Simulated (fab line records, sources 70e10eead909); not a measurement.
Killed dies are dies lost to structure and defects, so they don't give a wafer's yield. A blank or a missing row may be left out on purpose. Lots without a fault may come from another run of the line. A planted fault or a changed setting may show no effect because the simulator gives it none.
fab line records | flow nand_harc
record lots=6 wafers=18 last_day=33
route steps=1302 shown A_CONTACT@1042 END@1302
lots that met no fault: from a run of the same line without faults
start_h: hours from the record's first day to the start of the lot's first wafer shown | wait_h: hours since the lot's step before | " the same as in the row above | L1.1+2: a row that stands for several wafers | - no value, or no start given | * or withheld: withheld | < > ~ a bound
route shown NAME@n: a module of which the file shows steps, and the number in the route of the first | usual: mean/standard deviation of fault-free wafers | same: alike in all rows | chamber/n: place in a boat | sites: the reading at each site | _std_site: their standard deviation | _edge_site: outer sites' mean less inner sites' | radius_mm: how far each site lies from the wafer's centre | mask NAME#n: copy n | behind: the tool/chamber that last shaped the wafer | hold: why the lot was held/for how many hours/how that ended | device: the transistor (n, p or np) that didn't switch | end of line: the same wafers' tests at the end of the route | a step without rows: its recipe alone | killed: dies lost to structure and defects at the first sort, not the wafer's yield | map: a wafer's dies, x killed, . not, _ none there
set.NAME: the setting as run; set.NAME@STEP: as run at that earlier step | model.NAME: the simulator's own value behind a step, which no gauge read
lots at some steps of the route; a table a step, a row a wafer
services: from which hour (start_h, from the record's first day; less than 0 if before it) a tool's chamber was out of use, for how many hours, and why
## steps
# step NHARC_A_CONTACT_DESCUM_74
# recipe time_s=3 o2_flow_sccm=200 ar_flow_sccm=0 bias_power_w=0 chemistry=O2
# usual drypump_motor_current_A=5.8/0.46 oes_product_au=0.999/0.011 rf_vpp_V=57.9/0.94 showerhead_plenum_p_Torr=1.93/0.077 throttle_valve_pct=11.311/0.0098
# same bias_power_w=0 time_s=3
# columns lot.wafer tool chamber start_h wait_h drypump_motor_current_A oes_product_au rf_hours_counter_h rf_vpp_V showerhead_plenum_p_Torr throttle_valve_pct
L556.2 rie_diel-13 3 515.82 0.1 5.3 1.009 29 58.7 2.01 11.302
L556.1 " 2 " " 4.8 0.994 30 57.3 1.86 11.316
L556.6 " 0 " " 6.1 1.018 - 57.2 1.93 11.321
L560.1 rie_diel-04 1 557.33 0.1 5.9 1.020 4 60.0 1.88 11.323
L560.2 " 3 " " 6.1 0.992 4 56.5 1.91 11.291
L560.4 " 3 " " 6.2 0.993 - 58.3 1.92 11.311
L571.4 rie_diel-08 1 658.60 0.1 5.9 0.992 32 58.1 2.03 11.304
L571.1 " 2 " " 5.6 1.007 33 59.8 1.90 11.304
L571.5 " 1 " " 5.9 0.988 - 58.5 2.03 11.308
L572.2 rie_diel-13 3 659.30 0.1 5.3 0.990 21 58.6 2.00 11.323
L572.4 " 2 " " 4.8 1.008 25 57.6 1.85 11.324
L572.5 " 0 " " 6.2 1.005 - 57.8 1.93 11.305
L573.1 rie_diel-04 1 690.08 0.1 6.0 1.012 46 56.3 1.86 11.309
L573.2 " 0 " " 6.2 1.018 42 58.3 2.04 11.313
L573.6 " 2 " " 5.6 1.009 - 58.2 1.76 11.310
L576.2 rie_diel-04 3 733.31 0.1 6.1 1.001 4 56.3 1.90 11.291
L576.4 " 1 " " 5.9 1.003 3 56.9 1.86 11.297
L576.1 " 2 " " 5.6 0.993 3 57.8 2.08 11.323
# step NHARC_A_CONTACT_ETCH_75
# recipe target_depth_a=390 over_etch_frac=0.3 time_s=65 ion_energy_ev=80 cf4_flow_sccm=150 ar_flow_sccm=0 rf_w=300 bias_w=100 chemistry=CF4
# step NHARC_A_CONTACT_ETCH_76
# recipe target_depth_a=2600 over_etch_frac=0.3 time_s=475.3 ion_energy_ev=200 n2_flow_sccm=150 h2_flow_sccm=150 ar_flow_sccm=0 rf_w=400 bias_w=150 chemistry=N2/H2
# step NHARC_A_CONTACT_ETCH_77
# recipe target_depth_a=1089 time_s=54.5 cf4_flow_sccm=100 chf3_flow_sccm=30 ar_flow_sccm=0 rf_w=500 bias_w=200 chemistry=CF4/CHF3
# usual bias_w=200.1/0.67 cf4_flow_sccm=100.02/0.27 drypump_motor_current_A=5.7/0.48 oes_product_au=0.929/0.016 rf_vpp_V=370.8/2.2 showerhead_plenum_p_Torr=1.58/0.06 throttle_valve_pct=16.803/0.0096
# same time_s=54.5
# columns lot.wafer tool chamber start_h wait_h bias_w cf4_flow_sccm drypump_motor_current_A oes_product_au rf_hours_counter_h rf_vpp_V showerhead_plenum_p_Torr throttle_valve_pct
L556.2 rie_diel-13 1 - - 199.6 99.81 6.1 0.965 31 369.3 1.57 16.805
L556.1 " 3 " " 199.5 99.67 5.3 0.952 30 373.7 1.65 16.800
L556.6 " 1 " " 200.0 100.30 6.1 0.949 - 369.5 1.57 16.798
L560.1 rie_diel-04 1 - - 200.9 100.20 5.9 0.932 4 370.5 1.54 16.794
L560.2 " 3 " " 201.4 99.60 6.1 0.922 4 370.7 1.57 16.818
L560.4 " 1 " " 199.8 99.88 5.9 0.937 - 369.9 1.54 16.814
L571.1 rie_diel-08 0 - - 200.7 100.23 6.2 0.929 33 368.5 1.57 16.811
L571.4 " 2 " " 200.3 99.70 5.6 0.929 33 369.9 1.56 16.812
L571.5 " 0 " " 201.0 99.65 6.2 0.927 - 370.1 1.57 16.804
L572.4 rie_diel-13 1 - - 200.4 100.24 6.1 0.917 19 370.5 1.56 16.809
L572.2 " 0 " " 200.0 100.37 6.1 0.909 20 371.5 1.58 16.798
L572.5 " 1 " " 199.7 100.10 6.1 0.914 - 369.7 1.56 16.794
L573.1 rie_diel-04 2 - - 199.9 99.86 5.6 0.921 41 365.6 1.46 16.806
L573.2 " 3 " " 199.7 99.93 6.1 0.921 43 370.4 1.56 16.816
L573.6 " 0 " " 200.0 100.19 6.2 0.919 - 375.1 1.67 16.794
L576.1 rie_diel-04 2 - - 200.1 99.97 5.6 0.917 4 374.6 1.70 16.813
L576.4 " 0 " " 200.1 99.57 6.2 0.911 4 373.4 1.67 16.805
L576.2 " 1 " " 199.9 100.15 5.9 0.925 3 368.9 1.53 16.805
# step NHARC_A_CONTACT_ETCH_78
# recipe target_depth_a=53000 over_etch_frac=0.3 time_s=1378 ion_energy_ev=150 o2_flow_sccm=400 cos_flow_sccm=20 ar_flow_sccm=0 rf_w=500 bias_w=300 chemistry=O2/COS
# step NHARC_A_CONTACT_ETCH_124
# recipe source_w=withheld pressure_mtorr=20 bias_v=withheld time_s=140 target_depth_a=7000 ar_flow_sccm=withheld c4f8_flow_sccm=withheld o2_flow_sccm=withheld chemistry=C4F8/O2/Ar
# step NHARC_A_CONTACT_ETCH_125
# recipe source_w=withheld pressure_mtorr=20 bias_v=3000 time_s=197 target_depth_a=19180 ar_flow_sccm=withheld c4f8_flow_sccm=withheld o2_flow_sccm=withheld chemistry=C4F8/O2/Ar
# usual chamber_pressure_mTorr=20.001/0.019 oes_air_line_au=1.000/0.021
# same time_s=197
# columns lot.wafer tool chamber start_h wait_h chamber_pressure_mTorr oes_air_line_au rf_hours_counter_h
L556.2 har_cap_etch-01 1 517.60 0.2 19.945 0.984 0
L556.1 " 0 " " 20.011 1.008 0
L556.6 " 0 " " 20.008 0.982 -
L560.1 har_cap_etch-02 1 559.44 0.2 19.980 0.983 97
L560.2 " 0 " " 20.021 1.016 97
L560.4 " 1 " " 20.031 0.978 -
L571.1 har_cap_etch-03 1 660.37 0.2 19.994 0.975 70
L571.4 " 1 " " 20.000 0.969 -
L571.5 " 1 " " 19.978 0.986 -
L572.2 har_cap_etch-02 0 661.14 0.2 19.985 1.007 115
L572.4 " 0 " " 20.026 0.984 -
L572.5 " 1 " " 20.052 1.022 -
L573.2 har_cap_etch-02 0 692.19 0.2 19.994 0.960 119
L573.1 " 1 " " 19.991 0.955 119
L573.6 " 0 " " 20.020 1.012 -
L576.1 har_cap_etch-02 1 735.08 0.2 19.985 1.025 126
L576.2 " 0 " " 19.997 0.995 126
L576.4 " 0 " " 19.978 1.015 -
# step NHARC_A_CONTACT_ETCH_126
# recipe source_w=withheld pressure_mtorr=20 bias_v=3000 time_s=197 target_depth_a=19180 ar_flow_sccm=withheld c4f8_flow_sccm=withheld o2_flow_sccm=withheld chemistry=C4F8/O2/Ar
# step NHARC_A_CONTACT_ETCH_127
# recipe source_w=withheld pressure_mtorr=20 bias_v=3000 time_s=197 target_depth_a=19180 ar_flow_sccm=withheld c4f8_flow_sccm=withheld o2_flow_sccm=withheld chemistry=C4F8/O2/Ar
# step NHARC_A_CONTACT_ETCH_128
# recipe source_w=withheld pressure_mtorr=20 bias_v=3000 time_s=197 target_depth_a=19180 ar_flow_sccm=withheld c4f8_flow_sccm=withheld o2_flow_sccm=withheld chemistry=C4F8/O2/Ar
# step NHARC_A_CONTACT_ETCH_129
# recipe source_w=withheld pressure_mtorr=20 bias_v=3000 time_s=197 target_depth_a=19180 ar_flow_sccm=withheld c4f8_flow_sccm=withheld o2_flow_sccm=withheld chemistry=C4F8/O2/Ar
# step NHARC_A_CONTACT_ETCH_130
# recipe source_w=withheld pressure_mtorr=20 bias_v=3000 time_s=197 target_depth_a=19180 ar_flow_sccm=withheld c4f8_flow_sccm=withheld o2_flow_sccm=withheld chemistry=C4F8/O2/Ar
# usual chamber_pressure_mTorr=20.005/0.018 oes_air_line_au=1.001/0.02
# same time_s=197
# columns lot.wafer tool chamber start_h wait_h chamber_pressure_mTorr oes_air_line_au rf_hours_counter_h
L556.2 har_cap_etch-01 1 518.49 0.1 20.021 1.000 1
L556.1 " 0 " " 19.995 1.001 1
L556.6 " 0 " " 20.005 1.000 -
L560.1 har_cap_etch-02 1 560.63 0.2 19.993 0.973 98
L560.2 " 0 " " 20.032 0.981 98
L560.4 " 1 " " 20.035 1.001 -
L571.1 har_cap_etch-03 1 661.26 0.1 20.046 1.022 71
L571.4 " 1 " " 19.997 1.003 -
L571.5 " 1 " " 20.007 0.980 -
L572.2 har_cap_etch-02 0 662.02 0.1 20.008 1.003 116
L572.4 " 0 " " 19.986 0.992 -
L572.5 " 1 " " 20.000 0.996 -
L573.2 har_cap_etch-02 0 693.07 0.1 20.036 1.004 120
L573.1 " 1 " " 20.011 1.006 120
L573.6 " 0 " " 20.000 0.981 -
L576.1 har_cap_etch-02 1 735.96 0.1 19.972 0.977 127
L576.2 " 0 " " 19.974 0.995 127
L576.4 " 0 " " 20.040 1.000 -
# step NHARC_A_CONTACT_ETCH_131
# recipe source_w=withheld pressure_mtorr=20 bias_v=3000 time_s=197 target_depth_a=19180 ar_flow_sccm=withheld c4f8_flow_sccm=withheld o2_flow_sccm=withheld chemistry=C4F8/O2/Ar
# usual chamber_pressure_mTorr=19.999/0.02 oes_air_line_au=1.000/0.018 time_s=197/0
# columns lot.wafer tool chamber start_h wait_h chamber_pressure_mTorr oes_air_line_au rf_hours_counter_h time_s
L556.2 har_cap_etch-01 1 518.66 0.1 20.000 0.980 1 197
L556.1 " 0 " " 20.016 0.989 1 197
L556.6 " 0 " " 20.035 0.989 - 197
L560.1 har_cap_etch-02 1 560.86 0.2 19.997 0.986 98 197
L560.2 " 0 " " 19.982 1.028 98 197
L560.4 " 1 " " 19.992 0.990 - 197
L571.1 har_cap_etch-03 1 661.43 0.1 - - - -
L571.4 " 1 " " - - - -
L571.5 " 1 " " - - - -
L572.2 har_cap_etch-02 0 662.20 0.1 - - - -
L572.4 " 0 " " - - - -
L572.5 " 1 " " - - - -
L573.2 har_cap_etch-02 0 693.24 0.1 20.013 0.971 120 197
L573.1 " 1 " " 19.977 1.000 120 197
L573.6 " 0 " " 19.991 0.995 - 197
L576.1 har_cap_etch-02 1 736.14 0.1 19.994 0.955 127 197
L576.2 " 0 " " 19.991 1.010 127 197
L576.4 " 0 " " 20.008 0.984 - 197
# step NHARC_A_CONTACT_ETCH_132
# recipe source_w=withheld pressure_mtorr=20 bias_v=3000 time_s=197 target_depth_a=19240 ar_flow_sccm=withheld c4f8_flow_sccm=withheld o2_flow_sccm=withheld chemistry=C4F8/O2/Ar
# usual chamber_pressure_mTorr=19.999/0.018 oes_air_line_au=0.996/0.019
# same time_s=197
# columns lot.wafer tool chamber start_h wait_h chamber_pressure_mTorr oes_air_line_au rf_hours_counter_h
L556.2 har_cap_etch-01 1 518.84 0.1 19.971 1.017 1
L556.1 " 0 " " 19.987 0.993 1
L556.6 " 0 " " 20.024 1.022 -
L560.1 har_cap_etch-02 1 561.10 0.2 19.974 0.964 98
L560.2 " 0 " " 20.005 0.983 98
L560.4 " 1 " " 19.997 0.975 -
L571.1 har_cap_etch-03 1 661.61 0.1 20.002 1.018 71
L571.4 " 1 " " 20.016 1.011 -
L571.5 " 1 " " 19.974 1.011 -
L572.2 har_cap_etch-02 0 662.37 0.1 20.023 0.979 116
L572.4 " 0 " " 20.002 0.976 -
L572.5 " 1 " " 20.022 1.005 -
L573.2 har_cap_etch-02 0 693.42 0.1 19.993 0.993 120
L573.1 " 1 " " 19.967 0.963 120
L573.6 " 0 " " 20.039 0.983 -
L576.1 har_cap_etch-02 1 736.32 0.1 19.981 0.968 127
L576.2 " 0 " " 20.010 1.024 127
L576.4 " 0 " " 19.999 1.021 -
# step NHARC_END_SORT_01
# recipe temp_c=25
# usual killed_at_array=57/19 killed_at_other=0.9/1.1 killed_at_periphery=4.0/2.6 killed_dies=62/19 killed_open=3.3/1.8 killed_short=2.4/1.7
# same gross_dies=677
# columns lot.wafer tool chamber start_h wait_h killed_at_array killed_at_other killed_at_periphery killed_dies killed_open killed_short
L571.1 prober-02 0 718.63 2.5 674 0 3 677 1 0
L571.4 prober-02 0 721.06 3.4 673 0 4 677 4 0
L571.5 prober-02 0 721.87 3.7 674 0 3 677 3 5
L572.2 prober-02 0 727.33 2.8 671 1 5 677 3 2
L572.4 prober-02 0 728.95 3.4 671 2 4 677 3 4
L572.5 prober-02 0 729.76 3.8 667 3 7 677 3 2
# killed by level:class
L571.1 A_CONTACT:area_etch=620 A_CHANNEL_HOLE_D1:chamber_film_flake=24 A_CHANNEL_HOLE_D2:chamber_film_flake=16 A_CONTACT:chamber_film_flake=5 A_SLIT:chamber_film_flake=4 P_M2:chamber_film_flake=2 A_STAIRCASE:chamber_film_flake=2 A_M1:geometric_particle:open=1
L571.4 A_CONTACT:area_etch=619 A_CHANNEL_HOLE_D1:chamber_film_flake=22 A_CHANNEL_HOLE_D2:chamber_film_flake=15 A_SLIT:chamber_film_flake=7 A_STAIRCASE:chamber_film_flake=3 A_CONTACT:chamber_film_flake=2 P_M0:geometric_particle:open=1 P_M1:geometric_particle:open=1
L571.5 A_CONTACT:area_etch=598 A_CHANNEL_HOLE_D1:chamber_film_flake=36 A_CHANNEL_HOLE_D2:chamber_film_flake=13 A_SLIT:chamber_film_flake=8 A_CONTACT:chamber_film_flake=7 A_DECK1_JOINT:chamber_film_flake=3 A_STAIRCASE:chamber_film_flake=3 A_ONON_D1:geometric_particle:short=2
L572.2 A_CONTACT:area_etch=615 A_CHANNEL_HOLE_D2:chamber_film_flake=21 A_SLIT:chamber_film_flake=18 A_CHANNEL_HOLE_D1:chamber_film_flake=6 P_ZERO_WELL:chamber_film_flake=4 A_CONTACT:chamber_film_flake=4 P_M0:geometric_particle:open=1 A_ONON_D1:geometric_particle:open=1
L572.4 A_CONTACT:area_etch=614 A_CHANNEL_HOLE_D2:chamber_film_flake=29 A_SLIT:chamber_film_flake=14 A_CONTACT:chamber_film_flake=4 P_ZERO_WELL:chamber_film_flake=3 A_CHANNEL_FILL_D2:chamber_film_flake=2 A_CHANNEL_HOLE_D1:chamber_film_flake=2 P_CONTACT:geometric_particle:short=1
L572.5 A_CONTACT:area_etch=611 A_SLIT:chamber_film_flake=29 A_CHANNEL_HOLE_D2:chamber_film_flake=10 A_CONTACT:chamber_film_flake=7 P_ZERO_WELL:chamber_film_flake=6 A_CHANNEL_HOLE_D1:chamber_film_flake=3 THIN_TSV:chamber_film_flake=3 P_M0:geometric_particle:open=1
# map L571.1 (x killed, . not)
____________x____________
_________xxxxxxx_________
_______xxxxxxxxxxx_______
______xxxxxxxxxxxxx______
_____xxxxxxxxxxxxxxx_____
____xxxxxxxxxxxxxxxxx____
____xxxxxxxxxxxxxxxxx____
___xxxxxxxxxxxxxxxxxxx___
___xxxxxxxxxxxxxxxxxxx___
__xxxxxxxxxxxxxxxxxxxxx__
__xxxxxxxxxxxxxxxxxxxxx__
_xxxxxxxxxxxxxxxxxxxxxxx_
_xxxxxxxxxxxxxxxxxxxxxxx_
_xxxxxxxxxxxxxxxxxxxxxxx_
_xxxxxxxxxxxxxxxxxxxxxxx_
_xxxxxxxxxxxxxxxxxxxxxxx_
xxxxxxxxxxxxxxxxxxxxxxxxx
xxxxxxxxxxxxxxxxxxxxxxxxx
xxxxxxxxxxxxxxxxxxxxxxxxx
xxxxxxxxxxxxxxxxxxxxxxxxx
xxxxxxxxxxxxxxxxxxxxxxxxx
_xxxxxxxxxxxxxxxxxxxxxxx_
_xxxxxxxxxxxxxxxxxxxxxxx_
_xxxxxxxxxxxxxxxxxxxxxxx_
_xxxxxxxxxxxxxxxxxxxxxxx_
_xxxxxxxxxxxxxxxxxxxxxxx_
__xxxxxxxxxxxxxxxxxxxxx__
__xxxxxxxxxxxxxxxxxxxxx__
___xxxxxxxxxxxxxxxxxxx___
___xxxxxxxxxxxxxxxxxxx___
____xxxxxxxxxxxxxxxxx____
____xxxxxxxxxxxxxxxxx____
_____xxxxxxxxxxxxxxx_____
______xxxxxxxxxxxxx______
_______xxxxxxxxxxx_______
_________xxxxxxx_________
____________x____________
# map L572.2 (x killed, . not)
____________x____________
_________xxxxxxx_________
_______xxxxxxxxxxx_______
______xxxxxxxxxxxxx______
_____xxxxxxxxxxxxxxx_____
____xxxxxxxxxxxxxxxxx____
____xxxxxxxxxxxxxxxxx____
___xxxxxxxxxxxxxxxxxxx___
___xxxxxxxxxxxxxxxxxxx___
__xxxxxxxxxxxxxxxxxxxxx__
__xxxxxxxxxxxxxxxxxxxxx__
_xxxxxxxxxxxxxxxxxxxxxxx_
_xxxxxxxxxxxxxxxxxxxxxxx_
_xxxxxxxxxxxxxxxxxxxxxxx_
_xxxxxxxxxxxxxxxxxxxxxxx_
_xxxxxxxxxxxxxxxxxxxxxxx_
xxxxxxxxxxxxxxxxxxxxxxxxx
xxxxxxxxxxxxxxxxxxxxxxxxx
xxxxxxxxxxxxxxxxxxxxxxxxx
xxxxxxxxxxxxxxxxxxxxxxxxx
xxxxxxxxxxxxxxxxxxxxxxxxx
_xxxxxxxxxxxxxxxxxxxxxxx_
_xxxxxxxxxxxxxxxxxxxxxxx_
_xxxxxxxxxxxxxxxxxxxxxxx_
_xxxxxxxxxxxxxxxxxxxxxxx_
_xxxxxxxxxxxxxxxxxxxxxxx_
__xxxxxxxxxxxxxxxxxxxxx__
__xxxxxxxxxxxxxxxxxxxxx__
___xxxxxxxxxxxxxxxxxxx___
___xxxxxxxxxxxxxxxxxxx___
____xxxxxxxxxxxxxxxxx____
____xxxxxxxxxxxxxxxxx____
_____xxxxxxxxxxxxxxx_____
______xxxxxxxxxxxxx______
_______xxxxxxxxxxx_______
_________xxxxxxx_________
____________x____________
## services
# columns tool chamber start_h hours kind
har_cap_etch-01 - 494.23 0.3 repair
har_cap_etch-01 - 497.00 17.0 pm
rie_diel-13 0 497.47 1.3 repair
rie_diel-08 3 509.73 6.1 repair
rie_diel-04 0 513.91 - clean
rie_diel-04 1 513.91 - clean
rie_diel-04 2 513.91 - clean
rie_diel-04 3 513.91 - clean
rie_diel-13 - 519.00 9.0 pm
rie_diel-13 0 533.95 6.5 repair
rie_diel-04 - 534.44 9.0 pm
rie_diel-08 - 545.00 9.0 pm
rie_diel-13 1 565.20 13.9 repair
rie_diel-04 1 581.89 3.3 repair
rie_diel-08 3 607.24 8.4 repair
rie_diel-04 - 615.40 0.6 repair
har_cap_etch-01 - 626.72 0.7 repair
rie_diel-04 0 642.90 5.8 repair
rie_diel-08 2 676.71 10.0 repair
rie_diel-13 - 696.00 9.0 pm
rie_diel-08 0 697.54 2.6 repair
rie_diel-04 - 713.26 9.0 pm
har_cap_etch-01 - 714.15 20.4 repair
rie_diel-08 - 722.23 9.0 pm
## key
first_sign step=NHARC_A_CONTACT_ETCH_131 reading=tool_record direction=missing
effect step=NHARC_END_SORT_01 reading=killed_dies direction=up sigmas=33 usual=62 struck=677
more_kills_born_at NHARC_A_CONTACT_ETCH_131@har_cap_etch-02=1840 NHARC_A_CONTACT_ETCH_131@har_cap_etch-03=1837
met_at NHARC_A_CONTACT_ETCH_131
struck_wafers L571.1,L571.4,L571.5,L572.2,L572.4,L572.5
later_rows_left_out L571.1,L571.4,L571.5,L572.2,L572.4,L572.5
tester_left_out L571,L572
onset_between 560.86 661.43
fault kind=skipped_step_whole tool=har_cap_etch-02,har_cap_etch-03 chamber=- onset_h=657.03 steps=NHARC_A_CONTACT_ETCH_131 scope=struck_lots_only
# tester_left_out: of these lots the tester's yield and bins aren't shown, on N5 and GAA mostly nor the transistor test; their killed dies are dies lost to structure and defects alone, not to doping, threshold or leakage, so they don't give the yield
# later_rows_left_out: the simulator's readings of these wafers behind a module that went badly wrong aren't trusted and aren't shown, but for the sort
